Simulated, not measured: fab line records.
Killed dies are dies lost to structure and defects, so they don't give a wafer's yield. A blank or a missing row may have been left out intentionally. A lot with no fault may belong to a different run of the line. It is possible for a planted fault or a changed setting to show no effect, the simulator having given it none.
Split-lot trial :: flow n5Finfet :: 7 lots, 39 wafers read, on a route of 1938 steps

THE SPLIT ITSELF
At N5_FIN_SAQP_HM_DEP_03 (deposits SiNx from SiH4/NH3/N2, target thk 38 nm, time 33.6 s), the setting targetThkA was moved away from the recipe's 380 angstrom on 15 of the 39 wafers read, by -7.9% to +11.9%. For the rest of the wafers, this setting stayed at what the recipe calls for.

FROM THE SPLIT TO THE READING: what the file shows between them, 8 steps
- N5_FIN_SAQP_THK_MEAS_05
- N5_FIN_SAQP_PECVD_47: deposits a-Si from SiH4/He, target thk 45 nm, time 36.3 s
- N5_FIN_SAQP_PECVD_48: deposits SiNx from SiH4/NH3/N2, target thk 25 nm, time 22.1 s
- N5_FIN_SAQP_MANDREL2_REMOVE_60: chemistry HBr/Cl2/O2, target a-Si, stops on SiNx, bt time 10 s
- N5_FIN_SAQP_HM_OPEN_33: chemistry CH3F/O2, target SiNx, target depth 49.4 nm, time 70.6 s
- N5_FIN_SAQP_ETCH_34: etches SiO2 in C4F6/O2, target depth 45 nm, time 15 s
- N5_FIN_SAQP_STRIP_77: strips in N2/H2, time 90 s
- N5_FIN_SAQP_PRECLEAN_38: cleans in O3/DIW, time 45 s

THE READING
SiNx_of_FIN_SAQP_HM_DEP_03.thkNm (the simulator's own value, which no gauge read), in nm, at N5_FIN_SAQP_PRECLEAN_45 (cleans in dHF, time 10 s). The file does not state a usual value for it. The 24 wafers here that ran the recipe average 21.0 nm, standard deviation 0.49 nm.

wafer: L074.1
tool, chamber at the split: pecvd-02, 2
targetThkA as run, angstrom: 425.3
against the recipe: +11.9%
SiNx_of_FIN_SAQP_HM_DEP_03.thkNm, nm: 25
against lot-mates on the recipe: +4.3

wafer: L074.2
tool, chamber at the split: pecvd-02, 1
targetThkA as run, angstrom: 380
against the recipe: recipe
SiNx_of_FIN_SAQP_HM_DEP_03.thkNm, nm: 20.8
against lot-mates on the recipe: -

wafer: L074.5
tool, chamber at the split: pecvd-02, 0
targetThkA as run, angstrom: 380
against the recipe: recipe
SiNx_of_FIN_SAQP_HM_DEP_03.thkNm, nm: 20.8
against lot-mates on the recipe: -

wafer: L074.3
tool, chamber at the split: pecvd-02, 0
targetThkA as run, angstrom: 380
against the recipe: recipe
SiNx_of_FIN_SAQP_HM_DEP_03.thkNm, nm: 20.6
against lot-mates on the recipe: -

wafer: L074.4
tool, chamber at the split: pecvd-02, 1
targetThkA as run, angstrom: 425.3
against the recipe: +11.9%
SiNx_of_FIN_SAQP_HM_DEP_03.thkNm, nm: 26
against lot-mates on the recipe: +5.3

wafer: L074.6
tool, chamber at the split: pecvd-02, 2
targetThkA as run, angstrom: 425.3
against the recipe: +11.9%
SiNx_of_FIN_SAQP_HM_DEP_03.thkNm, nm: 26.2
against lot-mates on the recipe: +5.5

wafer: L076.1
tool, chamber at the split: pecvd-01, 2
targetThkA as run, angstrom: 380
against the recipe: recipe
SiNx_of_FIN_SAQP_HM_DEP_03.thkNm, nm: 20.2
against lot-mates on the recipe: -

wafer: L076.2
tool, chamber at the split: pecvd-01, 0
targetThkA as run, angstrom: 380
against the recipe: recipe
SiNx_of_FIN_SAQP_HM_DEP_03.thkNm, nm: 20.4
against lot-mates on the recipe: -

wafer: L076.3
tool, chamber at the split: pecvd-01, 1
targetThkA as run, angstrom: 363.6
against the recipe: -4.3%
SiNx_of_FIN_SAQP_HM_DEP_03.thkNm, nm: 20
against lot-mates on the recipe: -0.7

wafer: L076.4
tool, chamber at the split: pecvd-01, 2
targetThkA as run, angstrom: 363.6
against the recipe: -4.3%
SiNx_of_FIN_SAQP_HM_DEP_03.thkNm, nm: 20
against lot-mates on the recipe: -0.7

wafer: L076.5
tool, chamber at the split: pecvd-01, 0
targetThkA as run, angstrom: 363.6
against the recipe: -4.3%
SiNx_of_FIN_SAQP_HM_DEP_03.thkNm, nm: 20
against lot-mates on the recipe: -0.7

wafer: L076.6
tool, chamber at the split: pecvd-01, 1
targetThkA as run, angstrom: 380
against the recipe: recipe
SiNx_of_FIN_SAQP_HM_DEP_03.thkNm, nm: 21.4
against lot-mates on the recipe: -

wafer: L077.1
tool, chamber at the split: pecvd-01, 1
targetThkA as run, angstrom: 380
against the recipe: recipe
SiNx_of_FIN_SAQP_HM_DEP_03.thkNm, nm: 21.2
against lot-mates on the recipe: -

wafer: L077.5
tool, chamber at the split: pecvd-01, 1
targetThkA as run, angstrom: 380
against the recipe: recipe
SiNx_of_FIN_SAQP_HM_DEP_03.thkNm, nm: 21.2
against lot-mates on the recipe: -

wafer: L077.2
tool, chamber at the split: pecvd-01, 2
targetThkA as run, angstrom: 363
against the recipe: -4.5%
SiNx_of_FIN_SAQP_HM_DEP_03.thkNm, nm: 18.8
against lot-mates on the recipe: -2.3

wafer: L077.3
tool, chamber at the split: pecvd-01, 0
targetThkA as run, angstrom: 363
against the recipe: -4.5%
SiNx_of_FIN_SAQP_HM_DEP_03.thkNm, nm: 18.8
against lot-mates on the recipe: -2.3

wafer: L077.4
tool, chamber at the split: pecvd-01, 2
targetThkA as run, angstrom: 363
against the recipe: -4.5%
SiNx_of_FIN_SAQP_HM_DEP_03.thkNm, nm: 18.2
against lot-mates on the recipe: -2.9

wafer: L077.6
tool, chamber at the split: pecvd-01, 0
targetThkA as run, angstrom: 380
against the recipe: recipe
SiNx_of_FIN_SAQP_HM_DEP_03.thkNm, nm: 21
against lot-mates on the recipe: -

wafer: L085.1
tool, chamber at the split: pecvd-01, 1
targetThkA as run, angstrom: 380
against the recipe: recipe
SiNx_of_FIN_SAQP_HM_DEP_03.thkNm, nm: 21.4
against lot-mates on the recipe: -

wafer: L085.3
tool, chamber at the split: pecvd-01, 0
targetThkA as run, angstrom: 380
against the recipe: recipe
SiNx_of_FIN_SAQP_HM_DEP_03.thkNm, nm: 21
against lot-mates on the recipe: -

wafer: L085.4
tool, chamber at the split: pecvd-01, 1
targetThkA as run, angstrom: 380
against the recipe: recipe
SiNx_of_FIN_SAQP_HM_DEP_03.thkNm, nm: 21.8
against lot-mates on the recipe: -

wafer: L090.1
tool, chamber at the split: pecvd-02, 2
targetThkA as run, angstrom: 380
against the recipe: recipe
SiNx_of_FIN_SAQP_HM_DEP_03.thkNm, nm: 20.4
against lot-mates on the recipe: -

wafer: L090.3
tool, chamber at the split: pecvd-02, 0
targetThkA as run, angstrom: 380
against the recipe: recipe
SiNx_of_FIN_SAQP_HM_DEP_03.thkNm, nm: 20.4
against lot-mates on the recipe: -

wafer: L090.2
tool, chamber at the split: pecvd-02, 1
targetThkA as run, angstrom: 408.2
against the recipe: +7.4%
SiNx_of_FIN_SAQP_HM_DEP_03.thkNm, nm: 23.4
against lot-mates on the recipe: +2.7

wafer: L090.4
tool, chamber at the split: pecvd-02, 1
targetThkA as run, angstrom: 408.2
against the recipe: +7.4%
SiNx_of_FIN_SAQP_HM_DEP_03.thkNm, nm: 24.4
against lot-mates on the recipe: +3.7

wafer: L090.5
tool, chamber at the split: pecvd-02, 0
targetThkA as run, angstrom: 380
against the recipe: recipe
SiNx_of_FIN_SAQP_HM_DEP_03.thkNm, nm: 21.2
against lot-mates on the recipe: -

wafer: L090.6
tool, chamber at the split: pecvd-02, 2
targetThkA as run, angstrom: 408.2
against the recipe: +7.4%
SiNx_of_FIN_SAQP_HM_DEP_03.thkNm, nm: 23.8
against lot-mates on the recipe: +3.1

wafer: L091.1
tool, chamber at the split: pecvd-01, 0
targetThkA as run, angstrom: 380
against the recipe: recipe
SiNx_of_FIN_SAQP_HM_DEP_03.thkNm, nm: 21.4
against lot-mates on the recipe: -

wafer: L091.2
tool, chamber at the split: pecvd-01, 2
targetThkA as run, angstrom: 380
against the recipe: recipe
SiNx_of_FIN_SAQP_HM_DEP_03.thkNm, nm: 20.4
against lot-mates on the recipe: -

wafer: L091.3
tool, chamber at the split: pecvd-01, 1
targetThkA as run, angstrom: 380
against the recipe: recipe
SiNx_of_FIN_SAQP_HM_DEP_03.thkNm, nm: 20.6
against lot-mates on the recipe: -

wafer: L091.4
tool, chamber at the split: pecvd-01, 1,2
targetThkA as run, angstrom: 380
against the recipe: recipe
SiNx_of_FIN_SAQP_HM_DEP_03.thkNm, nm: 21.6
against lot-mates on the recipe: -

wafer: L091.5
tool, chamber at the split: pecvd-01, 0
targetThkA as run, angstrom: 380
against the recipe: recipe
SiNx_of_FIN_SAQP_HM_DEP_03.thkNm, nm: 21.2
against lot-mates on the recipe: -

wafer: L091.6
tool, chamber at the split: pecvd-01, 1,2
targetThkA as run, angstrom: 380
against the recipe: recipe
SiNx_of_FIN_SAQP_HM_DEP_03.thkNm, nm: 21.8
against lot-mates on the recipe: -

wafer: L096.1
tool, chamber at the split: pecvd-04, 2
targetThkA as run, angstrom: 349.9
against the recipe: -7.9%
SiNx_of_FIN_SAQP_HM_DEP_03.thkNm, nm: 17.2
against lot-mates on the recipe: -4.2

wafer: L096.2
tool, chamber at the split: pecvd-04, 0
targetThkA as run, angstrom: 349.9
against the recipe: -7.9%
SiNx_of_FIN_SAQP_HM_DEP_03.thkNm, nm: 18.4
against lot-mates on the recipe: -3.0

wafer: L096.3
tool, chamber at the split: pecvd-04, 1
targetThkA as run, angstrom: 380
against the recipe: recipe
SiNx_of_FIN_SAQP_HM_DEP_03.thkNm, nm: 20.8
against lot-mates on the recipe: -

wafer: L096.4
tool, chamber at the split: pecvd-04, 2
targetThkA as run, angstrom: 380
against the recipe: recipe
SiNx_of_FIN_SAQP_HM_DEP_03.thkNm, nm: 21.8
against lot-mates on the recipe: -

wafer: L096.5
tool, chamber at the split: pecvd-04, 1
targetThkA as run, angstrom: 380
against the recipe: recipe
SiNx_of_FIN_SAQP_HM_DEP_03.thkNm, nm: 21.6
against lot-mates on the recipe: -

wafer: L096.6
tool, chamber at the split: pecvd-04, 0
targetThkA as run, angstrom: 349.9
against the recipe: -7.9%
SiNx_of_FIN_SAQP_HM_DEP_03.thkNm, nm: 18.6
against lot-mates on the recipe: -2.8
The file does not say which wafer passed through which chamber wherever a row lists several chambers: such a row stands for several wafers.

FIT RESULTS
A straight line over all 39 wafers: SiNx_of_FIN_SAQP_HM_DEP_03.thkNm changes by +0.388 nm for each +1% of targetThkA; r = +0.96; the points scatter about the line by 0.55 nm.
The same after taking each lot's own level away (the mean of its wafers on the recipe; 39 wafers): +0.415 nm for each +1%; r = +0.96; scatter 0.56 nm.
According to that fit, moving targetThkA by its largest amount changes the reading by 4.9 nm.
The lots' own levels span 20.67 to 21.40 nm, that is 1.5 times the standard deviation above.
So the lot-to-lot level changes the slope little: the two slopes agree.
Check: with one of the wafers moved furthest among these (+11.9%) left out of the fit, the line predicts +5.15 nm for it against its lot-mates. Against them it came out at +4.27 nm.

THE WHOLE CHAIN: every reading that the file lists as answering this split, in the file's order
step: N5_FIN_SAQP_HM_DEP_03
what it does: deposits SiNx from SiH4/NH3/N2, target thk 38 nm, time 33.6 s
reading: SiNx_of_FIN_SAQP_HM_DEP_03.thkNm (the simulator's own value, which no gauge read)
change (the file's fit): +0.424 nm for each +1% of the setting
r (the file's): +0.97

step: N5_FIN_SAQP_THK_MEAS_05
what it does: 
reading: thkNm
change (the file's fit): withheld for each +1% of the setting
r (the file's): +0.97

step: N5_FIN_SAQP_HM_OPEN_33
what it does: chemistry CH3F/O2, target SiNx, target depth 49.4 nm, time 70.6 s
reading: etchRfOnTimeS
change (the file's fit): withheld for each +1% of the setting
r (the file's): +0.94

step: N5_FIN_SAQP_HM_OPEN_33
what it does: chemistry CH3F/O2, target SiNx, target depth 49.4 nm, time 70.6 s
reading: etch.depthNm (the simulator's own value, which no gauge read)
change (the file's fit): +0.421 nm for each +1% of the setting
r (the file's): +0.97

step: N5_FIN_SAQP_PRECLEAN_45
what it does: cleans in dHF, time 10 s
reading: SiNx_of_FIN_SAQP_HM_DEP_03.thkNm (the simulator's own value, which no gauge read)
change (the file's fit): +0.415 nm for each +1% of the setting
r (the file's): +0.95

THE FILE'S OWN FIT
SiNx_of_FIN_SAQP_HM_DEP_03.thkNm changes by +0.415 nm for each +1% of targetThkA, r = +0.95.
